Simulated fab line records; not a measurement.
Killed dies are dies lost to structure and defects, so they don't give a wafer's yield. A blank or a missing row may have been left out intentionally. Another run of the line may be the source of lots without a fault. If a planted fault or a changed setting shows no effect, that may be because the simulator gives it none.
fab line records	flow nand_harc	part 1 of 2: steps 1 to 4 of 6
[record] lots = 22	wafers = 66	last_day = 25
route steps=1159 shown A_STAIRCASE@591
lots untouched by any fault: they come from a run of this same line in which no faults occurred
start_h: start of the lot's first displayed wafer, in hours after the record's first day	wait_h: hours elapsed since this lot's preceding step	" unchanged from the row above	L1.1+2: one row covering several wafers at once	- no value, or no start given	* or withheld: withheld	< > ~ a bound
route shown NAME@n: NAME is a module with steps in the file, n the number in the route of the first one	usual: the fault-free wafers' mean and standard deviation	same: alike in all rows	chamber/n: place in a boat	sites: each site's reading	_std_site: their standard deviation	_edge_site: mean of outer sites minus mean of inner sites	radius_mm: for every site, how far away it sits from the centre of the wafer	mask NAME#n: copy n	behind: the last tool/chamber to shape the wafer	hold: the reason the lot was held/the length of the hold in hours/how it ended	device: transistor that didn't switch, given as n, p or np	end of line: the tests these same wafers got at the end of their route	a step without rows: its recipe alone	killed: not the wafer's yield, but the dies lost to structure and defects at the first sort	map: the dies of a wafer, with x for killed, . for not killed, _ for no die there
set.NAME: the setting the step ran with; set.NAME@STEP: the setting that earlier step ran with	model.NAME: the simulator's own value behind a step, which no gauge read
the route's steps for a sample of lots (tables are steps, rows are wafers)
services: when a tool's chamber went out of use (start_h, in hours from the record's first day, below 0 if earlier), for how many hours, and the reason
[[steps]]
[step NHARC_A_STAIRCASE_ETCH_197]
[recipe] target_depth_a = 1000	time_s = 40.5	ion_energy_ev = 400	c4f8_flow_sccm = 20	o2_flow_sccm = 10	ar_flow_sccm = withheld	rf_w = 600	bias_w = 1000	chemistry = C4F8/O2
[usual] oes_product_au = 0.940/0.019	rf_vpp_V = 895/4.1
lot.wafer	tool	chamber	start_h	wait_h	oes_product_au	rf_hours_counter_h	rf_vpp_V
L074.1	rie_diel-01	1	-	-	0.953	39	899
L074.3	"	3	"	"	0.940	35	889
L074.2	"	0	"	"	0.934	40	894
L075.3	rie_diel-02	2	-	-	0.934	35	890
L075.4	"	0	"	"	0.956	36	896
L075.2	"	1	"	"	0.930	36	901
L078.2	rie_diel-01	0	-	-	0.911	42	892
L078.5	"	2	"	"	0.929	-	896
L078.6	"	0	"	"	0.918	-	892
L077.1	rie_diel-02	0	-	-	0.926	41	896
L077.3	"	1	"	"	0.921	41	900
L077.4	"	2	"	"	0.921	40	891
L076.2	rie_diel-02	2	-	-	0.940	42	891
L076.5	"	1	"	"	0.953	-	900
L076.6	"	2	"	"	0.944	-	891
L079.1	rie_diel-01	2	-	-	0.910	45	894
L079.4	"	3	"	"	0.910	38	891
L079.6	"	0	"	"	0.903	-	892
L081.1	rie_diel-02	1	-	-	0.968	48	900
L081.2	"	2	"	"	0.955	47	892
L081.5	"	0	"	"	0.947	-	896
L080.1	rie_diel-02	3	-	-	0.957	47	896
L080.5	"	3	"	"	0.957	-	896
L080.6	"	0	"	"	0.940	-	897
L084.4	rie_diel-02	2	-	-	0.920	51	891
L084.5	"	3	"	"	0.929	-	896
L084.6	"	0	"	"	0.932	-	896
L083.2	rie_diel-08	0	-	-	0.938	57	889
L083.1	"	2	"	"	0.945	61	899
L083.5	"	0	"	"	0.932	-	889
L082.2	rie_diel-08	3	-	-	0.907	66	901
L082.1	"	0	"	"	0.914	58	891
L082.5	"	1	"	"	0.928	-	891
L088.1	rie_diel-02	0	-	-	0.942	60	895
L088.4	"	2	"	"	0.939	60	891
L088.5	"	0	"	"	0.931	-	897
L087.1	rie_diel-02	0	-	-	0.974	62	896
L087.3	"	1	"	"	0.951	62	901
L087.5	"	3	"	"	0.964	-	896
L086.2	rie_diel-01	2	328.68	-	0.990	2	895
L086.1	"	0	"	"	0.987	2	893
L086.6	"	2	"	"	0.995	-	894
L089.3	rie_diel-08	3	-	-	0.927	17	899
L089.1	"	0	"	"	0.938	7	889
L089.6	"	2	"	"	0.923	-	900
L091.2	rie_diel-01	3	-	-	0.934	11	888
L091.1	"	0	"	"	0.948	11	892
L091.3	"	1	"	"	0.939	11	898
L092.2	rie_diel-08	2	-	-	0.947	20	899
L092.1	"	0	"	"	0.936	10	889
L092.6	"	1	"	"	0.926	-	892
L094.2	rie_diel-08	0	-	-	0.938	21	889
L094.4	"	3	"	"	0.934	29	899
L094.5	"	0	"	"	0.948	-	888
L095.3	rie_diel-08	0	-	-	0.924	22	888
L095.4	"	1	"	"	0.920	26	891
L095.5	"	0	"	"	0.918	-	889
L093.3	rie_diel-01	3	-	-	0.948	19	888
L093.1	"	1	"	"	1.003	19	899
L093.6	"	0	"	"	0.974	-	891
L096.1	rie_diel-02	3	-	-	0.952	12	895
L096.2	"	0	"	"	0.950	9	897
L096.6	"	2	"	"	0.939	-	890
L097.4	rie_diel-08	1	-	-	0.942	31	893
L097.3	"	3	"	"	0.937	35	899
L097.6	"	1	"	"	0.945	-	891
[step NHARC_A_STAIRCASE_TRIM_220]
[recipe] time_s = 211.2	o2_flow_sccm = 500	ar_flow_sccm = 0	bias_w = 0	chemistry = O2
[usual] drypump_motor_current_A = 5.8/0.47	mfc_ar_sccm = 0.016/0.015	o2_flow_sccm = 500.0/1.4	oes_product_au = 0.997/0.011	rf_vpp_V = 57.7/0.87	showerhead_plenum_p_Torr = 3.50/0.11	throttle_valve_pct = 17.036/0.0097
lot.wafer	tool	chamber	start_h	wait_h	drypump_motor_current_A	mfc_ar_sccm	o2_flow_sccm	oes_product_au	rf_hours_counter_h	rf_vpp_V	showerhead_plenum_p_Torr	throttle_valve_pct
L074.1	rie_diel-02	3	255.61	0.1	6.2	0	501.3	1.015	36	58.1	3.54	17.039
L074.3	"	1	"	"	6.0	0.006	501.6	1.003	36	58.0	3.65	17.043
L074.2	"	2	"	"	5.9	0.044	501.2	0.998	36	57.4	3.39	17.032
L075.3	rie_diel-08	1	255.93	0.1	5.0	0.017	501.5	1.003	45	57.4	3.44	17.031
L075.2	"	2	"	"	5.9	0.033	502.8	1.009	44	58.7	3.64	17.033
L075.4	"	3	"	"	5.3	0	501.9	0.974	49	57.4	3.63	17.035
L078.2	rie_diel-08	0	263.72	0.1	6.1	0	497.7	0.998	44	58.3	3.35	17.017
L078.5	"	1	"	"	5.0	0.017	500.1	1.010	-	58.0	3.44	17.039
L078.6	"	2	"	"	5.9	0.033	496.7	1.013	-	57.3	3.64	17.035
L077.3	rie_diel-02	3	265.18	0.1	6.1	0	498.4	1.016	41	58.2	3.53	17.022
L077.1	"	1	"	"	6.0	0.006	501.5	0.998	41	56.5	3.65	17.036
L077.4	"	2	"	"	5.9	0.044	498.7	0.995	41	55.5	3.39	17.026
L076.2	rie_diel-08	0	269.23	0.1	6.2	0	500.8	0.984	46	58.0	3.35	17.041
L076.5	"	0	"	"	6.1	0	501.0	0.992	-	56.5	3.35	17.041
L076.6	"	1	"	"	5.1	0.017	501.0	1.000	-	58.2	3.44	17.034
L079.4	rie_diel-08	2	274.09	0.2	5.9	0.033	500.4	1.004	53	58.9	3.63	17.026
L079.1	"	1	"	"	5.1	0.017	499.5	0.993	55	58.8	3.44	17.015
L079.6	"	2	"	"	5.9	0.033	502.2	0.998	-	58.7	3.63	17.050
L081.1	rie_diel-08	1	290.03	0.1	5.0	0.017	500.5	0.994	60	56.9	3.44	17.053
L081.2	"	3	"	"	5.3	0	500.0	0.980	62	58.6	3.62	17.027
L081.5	"	1	"	"	5.1	0.017	502.7	1.002	-	58.4	3.44	17.023
L080.1	rie_diel-02	2	294.14	0.5	5.9	0.044	499.0	0.997	50	57.1	3.39	17.039
L080.5	"	3	"	"	6.2	0	499.2	1.003	-	57.5	3.53	17.057
L080.6	"	0	"	"	5.1	0.034	499.8	0.991	-	56.3	3.54	17.034
L084.4	rie_diel-01	3	298.09	0.1	5.5	0.012	500.5	1.003	47	57.6	3.33	17.045
L084.6	"	3	"	"	5.5	0.012	500.0	0.997	-	58.3	3.34	17.034
L084.5	"	0	"	"	6.6	0.020	500.3	0.989	-	58.1	3.44	17.042
L083.2	rie_diel-01	0	299.82	0.1	6.6	0.020	499.8	0.979	57	57.6	3.44	17.034
L083.1	"	3	"	"	5.5	0.012	501.0	0.980	48	57.9	3.33	17.037
L083.5	"	1	"	"	5.7	0	499.8	1.004	-	59.1	3.62	17.050
L082.1	rie_diel-01	1	300.93	0.1	5.7	0	500.9	1.001	57	58.7	3.62	17.039
L082.2	"	2	"	"	5.9	0.035	498.6	0.989	56	57.4	3.48	17.041
L082.5	"	1	"	"	5.8	0	502.1	0.999	-	57.8	3.62	17.046
L088.1	rie_diel-08	2	323.86	0.2	5.9	0.033	500.7	0.994	8	58.2	3.62	17.042
L088.4	"	3	"	"	5.3	0	499.8	1.006	-	57.0	3.62	17.023
L088.5	"	1	"	"	5.0	0.017	500.5	0.987	-	57.0	3.43	17.041
L087.3	rie_diel-02	3	327.04	0.1	6.2	0	498.2	1.012	61	58.1	3.52	17.034
L087.1	"	2	"	"	5.9	0.044	501.9	1.005	63	56.8	3.38	17.047
L087.5	"	3	"	"	6.1	0	496.9	1.003	-	59.3	3.52	17.047
L086.2	rie_diel-08	2	331.34	0.1	5.9	0.033	501.5	0.998	13	56.7	3.62	17.035
L086.1	"	3	"	"	5.3	0	500.6	1.000	13	57.9	3.61	17.021
L086.6	"	1	"	"	5.0	0.017	498.3	0.991	-	57.2	3.43	17.033
L089.3	rie_diel-02	3	342.02	0.2	6.2	0	501.1	1.000	1	56.9	3.52	17.038
L089.1	"	1	"	"	6.0	0.006	499.0	0.997	1	59.0	3.63	17.045
L089.6	"	1	"	"	6.0	0.006	500.3	0.996	-	57.9	3.63	17.033
L092.1	rie_diel-01	0	346.48	0.1	6.6	0.020	500.7	1.005	12	57.9	3.43	17.028
L092.2	"	1	"	"	5.8	0	499.3	1.017	12	58.2	3.61	17.044
L092.6	"	0	"	"	6.6	0.020	497.9	1.008	-	57.7	3.43	17.035
L091.2	rie_diel-01	3	346.94	0.1	5.5	0.012	501.9	0.976	13	57.1	3.33	17.054
L091.3	"	0	"	"	6.6	0.020	500.3	0.990	13	56.8	3.43	17.052
L091.1	"	2	"	"	5.9	0.035	500.4	0.990	13	58.6	3.47	17.027
L094.2	rie_diel-02	0	362.30	0.1	5.1	0.034	498.1	0.995	7	56.9	3.53	17.024
L094.4	"	3	"	"	6.2	0	500.2	1.004	11	56.2	3.52	17.047
L094.5	"	1	"	"	6.0	0.006	499.3	0.995	-	59.1	3.63	17.043
L095.3	rie_diel-08	0	365.75	0.2	6.1	0	500.8	0.997	23	57.6	3.33	17.038
L095.4	"	2	"	"	5.9	0.033	499.9	0.994	31	57.3	3.61	17.036
L095.5	"	0	"	"	6.1	0	499.3	0.996	-	56.3	3.33	17.041
L093.3	rie_diel-01	0	366.12	0.1	6.6	0.020	500.7	1.009	20	58.0	3.43	17.031
L093.1	"	1	"	"	5.8	0	498.0	1.021	19	57.8	3.61	17.025
L093.6	"	3	"	"	5.5	0.012	499.5	0.992	-	56.7	3.32	17.032
L096.1	rie_diel-01	1	369.68	0.1	5.7	0	500.4	1.010	20	58.3	3.61	17.037
L096.2	"	2	"	"	5.9	0.035	498.6	0.987	19	57.8	3.46	17.043
L096.6	"	2	"	"	5.9	0.035	499.9	0.988	-	56.9	3.46	17.017
L097.4	rie_diel-08	1	381.10	0.1	5.0	0.017	498.1	1.004	32	58.9	3.42	17.024
L097.3	"	3	"	"	5.3	0	500.6	1.008	36	58.2	3.60	17.036
L097.6	"	2	"	"	5.9	0.033	496.9	1.004	-	58.0	3.61	17.026
[step NHARC_A_STAIRCASE_ETCH_232]
[recipe] target_depth_a = 1000	time_s = 40.5	ion_energy_ev = 400	c4f8_flow_sccm = 20	o2_flow_sccm = 10	ar_flow_sccm = withheld	rf_w = 600	bias_w = 1000	chemistry = C4F8/O2
[usual] oes_product_au = 0.940/0.015	rf_vpp_V = 894/4.1
lot.wafer	tool	chamber	start_h	wait_h	oes_product_au	rf_hours_counter_h	rf_vpp_V
L074.2	rie_diel-02	0	-	-	0.945	37	897
L074.1	"	1	"	"	0.941	37	901
L074.3	"	3	"	"	0.946	37	896
L075.4	rie_diel-08	2	-	-	0.936	45	899
L075.2	"	3	"	"	0.907	50	900
L075.3	"	0	"	"	0.918	41	889
L078.2	rie_diel-08	0	-	-	0.907	45	889
L078.5	"	3	"	"	0.908	-	900
L078.6	"	0	"	"	0.919	-	889
L077.4	rie_diel-08	1	-	-	0.947	52	892
L077.1	"	2	"	"	0.955	51	901
L077.3	"	3	"	"	0.931	55	900
L076.2	rie_diel-08	0	-	-	0.924	49	888
L076.6	"	3	"	"	0.929	-	900
L076.5	"	0	"	"	0.932	-	890
L079.1	rie_diel-01	1	-	-	0.973	48	899
L079.4	"	2	"	"	0.942	46	894
L079.6	"	3	"	"	0.937	-	887
L081.2	rie_diel-08	1	-	-	0.960	61	891
L081.1	"	0	"	"	0.925	55	888
L081.5	"	1	"	"	0.961	-	891
L080.1	rie_diel-01	2	-	-	0.926	54	894
L080.6	"	0	"	"	0.926	-	892
L080.5	"	1	"	"	0.954	-	900
L084.4	rie_diel-01	1	-	-	0.960	56	900
L084.6	"	2	"	"	0.933	-	894
L084.5	"	3	"	"	0.937	-	889
L083.1	rie_diel-02	3	-	-	0.963	51	896
L083.2	"	1	"	"	0.952	53	899
L083.5	"	3	"	"	0.976	-	896
L082.1	rie_diel-01	2	-	-	0.938	56	892
L082.2	"	3	"	"	0.942	49	888
L082.5	"	2	"	"	0.924	-	896
L088.4	rie_diel-01	0	-	-	0.962	0	892
L088.1	"	1	"	"	0.937	1	901
L088.5	"	1	"	"	0.943	-	898
L087.3	rie_diel-01	0	-	-	0.932	2	892
L087.1	"	1	"	"	0.946	2	900
L087.5	"	3	"	"	0.936	-	890
L086.2	rie_diel-01	0	-	-	0.944	6	894
L086.1	"	2	"	"	0.938	5	895
L086.6	"	3	"	"	0.933	-	888
L089.1	rie_diel-01	3	-	-	0.909	12	888
L089.3	"	1	"	"	0.953	12	899
L089.6	"	3	"	"	0.920	-	889
L092.1	rie_diel-08	0	-	-	0.974	11	889
L092.2	"	2	"	"	0.945	21	899
L092.6	"	0	"	"	0.973	-	890
L091.2	rie_diel-02	1	-	-	0.938	4	900
L091.1	"	3	"	"	0.957	4	897
L091.3	"	0	"	"	0.948	1	895
L094.4	rie_diel-08	0	-	-	0.952	23	888
L094.2	"	1	"	"	0.923	27	893
L094.5	"	0	"	"	0.938	-	889
L095.3	rie_diel-01	1	-	-	0.971	20	898
L095.4	"	3	"	"	0.951	20	887
L095.5	"	1	"	"	0.957	-	898
L093.1	rie_diel-08	0	-	-	0.964	24	889
L093.3	"	2	"	"	0.943	32	899
L093.6	"	3	"	"	0.947	-	899
L096.2	rie_diel-02	1	-	-	0.946	12	900
L096.1	"	2	"	"	0.937	12	890
L096.6	"	3	"	"	0.946	-	895
L097.4	rie_diel-01	3	-	-	0.926	26	889
L097.3	"	0	"	"	0.935	27	892
L097.6	"	0	"	"	0.938	-	892
[step NHARC_A_STAIRCASE_STRIP_295]
[recipe] o2_flow_sccm = 500	ar_flow_sccm = 0	bias_w = 0	chemistry = O2
[usual] drypump_motor_current_A = 5.8/0.46	mfc_ar_sccm = 0.016/0.015	o2_flow_sccm = 499.9/1.6	oes_product_au = 0.996/0.012	rf_vpp_V = 57.6/0.97	showerhead_plenum_p_Torr = 3.49/0.11	throttle_valve_pct = 17.037/0.009
lot.wafer	tool	chamber	start_h	wait_h	drypump_motor_current_A	mfc_ar_sccm	o2_flow_sccm	oes_product_au	rf_hours_counter_h	rf_vpp_V	showerhead_plenum_p_Torr	throttle_valve_pct
L074.1	rie_diel-08	2	-	-	5.9	0.033	497.1	0.997	48	59.4	3.64	17.032
L074.3	"	3	"	"	5.3	0	498.7	0.971	53	57.4	3.63	17.044
L074.2	"	0	"	"	6.1	0	500.4	0.984	44	57.3	3.35	17.034
L075.2	rie_diel-01	0	-	-	6.6	0.020	497.9	0.981	46	57.1	3.45	17.049
L075.3	"	1	"	"	5.7	0	502.7	0.998	45	58.2	3.63	17.038
L075.4	"	2	"	"	5.9	0.035	499.2	0.987	43	55.8	3.48	17.044
L078.2	rie_diel-01	2	-	-	5.9	0.035	502.5	0.990	46	57.2	3.48	17.029
L078.6	"	2	"	"	5.9	0.035	499.7	0.977	-	57.3	3.48	17.022
L078.5	"	3	"	"	5.5	0.012	502.0	0.986	-	57.9	3.34	17.035
L077.4	rie_diel-08	0	-	-	6.1	0	499.6	0.976	50	57.8	3.34	17.046
L077.3	"	1	"	"	5.0	0.017	499.2	0.987	56	58.3	3.44	17.028
L077.1	"	2	"	"	5.9	0.033	500.1	0.990	54	58.0	3.63	17.035
L076.2	rie_diel-02	0	-	-	5.1	0.034	500.1	1.009	47	57.6	3.54	17.022
L076.6	"	3	"	"	6.2	0	498.1	1.009	-	57.0	3.53	17.036
L076.5	"	0	"	"	5.1	0.034	500.4	1.010	-	58.9	3.54	17.060
L079.1	rie_diel-02	1	-	-	6.0	0.006	496.5	0.993	47	58.8	3.65	17.045
L079.4	"	3	"	"	6.2	0	500.9	1.012	44	57.0	3.53	17.028
L079.6	"	1	"	"	6.0	0.006	499.0	1.000	-	57.0	3.64	17.030
L081.1	rie_diel-08	0	-	-	6.1	0	499.0	0.972	58	58.3	3.34	17.043
L081.2	"	2	"	"	5.9	0.033	500.9	1.010	62	58.0	3.63	17.049
L081.5	"	1	"	"	5.1	0.017	497.7	1.009	-	57.1	3.43	17.029
L080.1	rie_diel-01	1	-	-	5.7	0	499.8	1.011	58	59.4	3.62	17.039
L080.5	"	0	"	"	6.6	0.020	502.5	0.978	-	57.5	3.44	17.039
L080.6	"	1	"	"	5.7	0	500.1	1.012	-	57.9	3.62	17.037
L084.4	rie_diel-01	2	-	-	5.9	0.035	500.2	0.992	58	57.6	3.47	17.047
L084.5	"	0	"	"	6.6	0.020	501.6	0.978	-	57.0	3.44	17.025
L084.6	"	1	"	"	5.8	0	501.5	1.015	-	57.2	3.62	17.029
L083.1	rie_diel-02	0	-	-	5.1	0.034	500.0	1.001	56	58.0	3.54	17.024
L083.2	"	2	"	"	5.9	0.044	499.1	0.992	56	57.2	3.38	17.040
L083.5	"	0	"	"	5.1	0.034	500.2	0.997	-	57.6	3.54	17.049
L082.1	rie_diel-01	1	-	-	5.7	0	500.5	0.998	61	58.6	3.62	17.039
L082.2	"	2	"	"	5.9	0.035	499.1	0.990	60	57.1	3.47	17.037
L082.5	"	3	"	"	5.5	0.012	499.9	0.989	-	56.2	3.33	17.042
L088.1	rie_diel-08	2	-	-	5.9	0.033	502.6	0.985	16	58.2	3.62	17.032
L088.4	"	0	"	"	6.1	0	500.4	0.994	-	56.0	3.34	17.051
L088.5	"	3	"	"	5.3	0	499.3	0.994	-	56.9	3.61	17.049
L087.1	rie_diel-01	1	-	-	5.7	0	496.9	1.009	7	59.5	3.61	17.018
L087.3	"	2	"	"	5.9	0.035	499.0	0.993	7	59.1	3.47	17.045
L087.5	"	2	"	"	5.9	0.035	500.6	1.000	-	55.8	3.47	17.043
L086.2	rie_diel-01	0	-	-	6.6	0.020	499.2	1.003	11	59.6	3.43	17.028
L086.1	"	3	"	"	5.5	0.012	499.3	0.988	12	57.1	3.33	17.039
L086.6	"	1	"	"	5.8	0	501.8	1.012	-	59.4	3.61	17.033
L089.3	rie_diel-02	3	-	-	6.1	0	498.1	0.997	8	58.2	3.52	17.036
L089.1	"	0	"	"	5.1	0.034	499.2	0.996	4	56.5	3.53	17.034
L089.6	"	3	"	"	6.2	0	499.5	0.994	-	57.4	3.52	17.039
L092.1	rie_diel-01	3	-	-	5.5	0.012	499.3	0.980	17	58.8	3.32	17.042
L092.2	"	1	"	"	5.7	0	499.7	1.011	17	58.8	3.61	17.046
L092.6	"	0	"	"	6.6	0.020	500.4	1.013	-	56.9	3.43	17.039
L091.3	rie_diel-02	2	-	-	5.9	0.044	502.7	0.991	8	57.6	3.37	17.031
L091.1	"	0	"	"	5.1	0.034	500.4	0.993	6	57.1	3.53	17.043
L091.2	"	1	"	"	6.0	0.006	501.1	0.993	9	58.0	3.63	17.042
L094.2	rie_diel-01	1	-	-	5.7	0	501.1	1.011	21	59.0	3.61	17.042
L094.4	"	3	"	"	5.5	0.012	500.5	0.998	22	55.4	3.32	17.036
L094.5	"	2	"	"	5.9	0.035	498.1	0.999	-	56.0	3.46	17.038
L095.3	rie_diel-01	2	-	-	5.9	0.035	502.4	0.996	21	58.1	3.46	17.035
L095.4	"	0	"	"	6.6	0.020	499.3	1.001	23	57.5	3.43	17.033
L095.5	"	2	"	"	5.9	0.035	499.5	0.989	-	57.8	3.46	17.040
L093.1	rie_diel-08	2	-	-	5.9	0.033	499.5	1.003	33	59.5	3.61	17.028
L093.3	"	0	"	"	6.1	0	500.6	1.013	27	58.7	3.33	17.002
L093.6	"	1	"	"	5.0	0.017	499.2	1.001	-	55.6	3.42	17.027
L096.1	rie_diel-01	3	-	-	5.5	0.012	502.7	0.999	23	58.2	3.32	17.027
L096.2	"	0	"	"	6.6	0.020	501.0	1.008	23	56.3	3.43	17.040
L096.6	"	3	"	"	5.5	0.012	501.2	0.992	-	56.8	3.32	17.043
L097.4	rie_diel-08	2	-	-	5.9	0.033	500.1	0.995	39	59.2	3.61	17.035
L097.3	"	1	"	"	5.0	0.017	497.4	0.977	37	56.3	3.41	17.044
L097.6	"	3	"	"	5.3	0	498.3	0.989	-	57.7	3.60	17.035
